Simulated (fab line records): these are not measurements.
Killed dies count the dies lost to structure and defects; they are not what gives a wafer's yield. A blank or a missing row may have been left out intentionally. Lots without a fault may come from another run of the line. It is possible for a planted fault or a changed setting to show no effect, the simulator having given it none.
Split-lot study / flow n5_finfet / on a route of 1938 steps: 7 lots, 21 wafers read

## SPLIT DETAILS
At N5_MOL_CONTACT_COAG_ETCH_91 (etches SOC in N2/H2, target depth 60 nm, overetch 21 nm, time 101.2 s), the setting source_w was moved away from the recipe's 840 W on 4 of the 21 wafers read, by -15.0% to +7.9%. All remaining wafers had this setting at the recipe value.

The reading is taken at the split's own step.

## THE READING
rf_vpp_V, in V, at N5_MOL_CONTACT_COAG_ETCH_91 (etches SOC in N2/H2, target depth 60 nm, overetch 21 nm, time 101.2 s). Typical for fault-free wafers on this fab line: 523.5 V, with standard deviation 2.8 V.

wafer=L074.2; tool, chamber at the split=rie_diel-06, 3; source_w as run, W=840; against the recipe=recipe; rf_vpp_V, V=519.7; against lot-mates on the recipe=-
wafer=L074.5; tool, chamber at the split=rie_diel-06, 2; source_w as run, W=840; against the recipe=recipe; rf_vpp_V, V=522.8; against lot-mates on the recipe=-
wafer=L074.6; tool, chamber at the split=rie_diel-06, 1; source_w as run, W=840; against the recipe=recipe; rf_vpp_V, V=524.6; against lot-mates on the recipe=-
wafer=L076.2; tool, chamber at the split=rie_diel-04, 1; source_w as run, W=840; against the recipe=recipe; rf_vpp_V, V=521.1; against lot-mates on the recipe=-
wafer=L076.3; tool, chamber at the split=rie_diel-04, 2; source_w as run, W=840; against the recipe=recipe; rf_vpp_V, V=522.6; against lot-mates on the recipe=-
wafer=L076.5; tool, chamber at the split=rie_diel-04, 2; source_w as run, W=840; against the recipe=recipe; rf_vpp_V, V=521.9; against lot-mates on the recipe=-
wafer=L078.1; tool, chamber at the split=rie_diel-06, 1; source_w as run, W=840; against the recipe=recipe; rf_vpp_V, V=524.0; against lot-mates on the recipe=-
wafer=L078.2; tool, chamber at the split=rie_diel-06, 3; source_w as run, W=840; against the recipe=recipe; rf_vpp_V, V=519.2; against lot-mates on the recipe=-
wafer=L078.6; tool, chamber at the split=rie_diel-06, 1; source_w as run, W=906.6; against the recipe=+7.9%; rf_vpp_V, V=510.9; against lot-mates on the recipe=-10.7
wafer=L085.4; tool, chamber at the split=rie_diel-06, 2; source_w as run, W=840; against the recipe=recipe; rf_vpp_V, V=525.0; against lot-mates on the recipe=-
wafer=L085.5; tool, chamber at the split=rie_diel-06, 1; source_w as run, W=840; against the recipe=recipe; rf_vpp_V, V=524.5; against lot-mates on the recipe=-
wafer=L085.6; tool, chamber at the split=rie_diel-06, 0; source_w as run, W=788.3; against the recipe=-6.2%; rf_vpp_V, V=532.2; against lot-mates on the recipe=+7.5
wafer=L089.3; tool, chamber at the split=rie_diel-06, 0; source_w as run, W=840; against the recipe=recipe; rf_vpp_V, V=519.5; against lot-mates on the recipe=-
wafer=L089.4; tool, chamber at the split=rie_diel-06, 1; source_w as run, W=840; against the recipe=recipe; rf_vpp_V, V=523.3; against lot-mates on the recipe=-
wafer=L089.5; tool, chamber at the split=rie_diel-06, 3; source_w as run, W=840; against the recipe=recipe; rf_vpp_V, V=528.5; against lot-mates on the recipe=-
wafer=L092.3; tool, chamber at the split=rie_diel-06, 3; source_w as run, W=840; against the recipe=recipe; rf_vpp_V, V=528.0; against lot-mates on the recipe=-
wafer=L092.4; tool, chamber at the split=rie_diel-06, 0; source_w as run, W=840; against the recipe=recipe; rf_vpp_V, V=521.3; against lot-mates on the recipe=-
wafer=L092.6; tool, chamber at the split=rie_diel-06, 0; source_w as run, W=840; against the recipe=recipe; rf_vpp_V, V=520.6; against lot-mates on the recipe=-
wafer=L094.1; tool, chamber at the split=rie_diel-06, 2; source_w as run, W=713.6; against the recipe=-15.0%; rf_vpp_V, V=553.2; against lot-mates on the recipe=+25.4
wafer=L094.2; tool, chamber at the split=rie_diel-06, 3; source_w as run, W=713.6; against the recipe=-15.0%; rf_vpp_V, V=555.6; against lot-mates on the recipe=+27.8
wafer=L094.6; tool, chamber at the split=rie_diel-06, 3; source_w as run, W=840; against the recipe=recipe; rf_vpp_V, V=527.8; against lot-mates on the recipe=-

FIT RESULTS
A straight line over all 21 wafers: rf_vpp_V changes by -1.96 V for each +1% of source_w; r = -0.96; the points scatter about the line by 3 V.
The same after taking each lot's own level away (the mean of its wafers on the recipe; 21 wafers): -1.68 V for each +1%; r = -0.96; scatter 2.5 V.
According to that fit, moving source_w by its largest amount changes the reading by 25 V.
The span of the lots' own levels, 521.60 to 527.80 V, comes to 2.2 times the standard deviation stated above.
So the lot-to-lot level changes the slope: the two fits differ.
Check: for one of the wafers moved furthest among these (-15.0%), held out of the fit, the line's prediction against its lot-mates is +25.3 V. Against them it came out at +25.4 V.
Tool readings at the split's step, against how far the setting was moved: rf_vpp_V r = -0.96.

## OTHER SPLITS ON THESE WAFERS
Other splits were also applied to these wafers ahead of the reading. Each is held against what the fit with the lots' levels taken away leaves over:
other split on the same wafers=N5_SD_EPI_P_PEB_07 peb_time_s; wafers away from the commonest value=9; r with rf_vpp_V (lot level and that fit taken away)=-0.05
other split on the same wafers=N5_SD_EPI_P_ETCHBACK_46 over_etch_frac; wafers away from the commonest value=9; r with rf_vpp_V (lot level and that fit taken away)=+0.06
other split on the same wafers=N5_HKMG_FIN_ETCH_55 time_s; wafers away from the commonest value=8; r with rf_vpp_V (lot level and that fit taken away)=+0.10
other split on the same wafers=N5_HKMG_FIN_EXPOSE_09 dose_mj; wafers away from the commonest value=9; r with rf_vpp_V (lot level and that fit taken away)=-0.17
other split on the same wafers=N5_GATE_CUT_EXPOSE_10 dose_mj; wafers away from the commonest value=8; r with rf_vpp_V (lot level and that fit taken away)=+0.17
other split on the same wafers=N5_GATE_CUT_ETCH_36 cf4_flow_sccm; wafers away from the commonest value=8; r with rf_vpp_V (lot level and that fit taken away)=+0.00

## THE FILE'S OWN FIT
rf_vpp_V changes by -1.62 V for each +1% of source_w, r = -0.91.
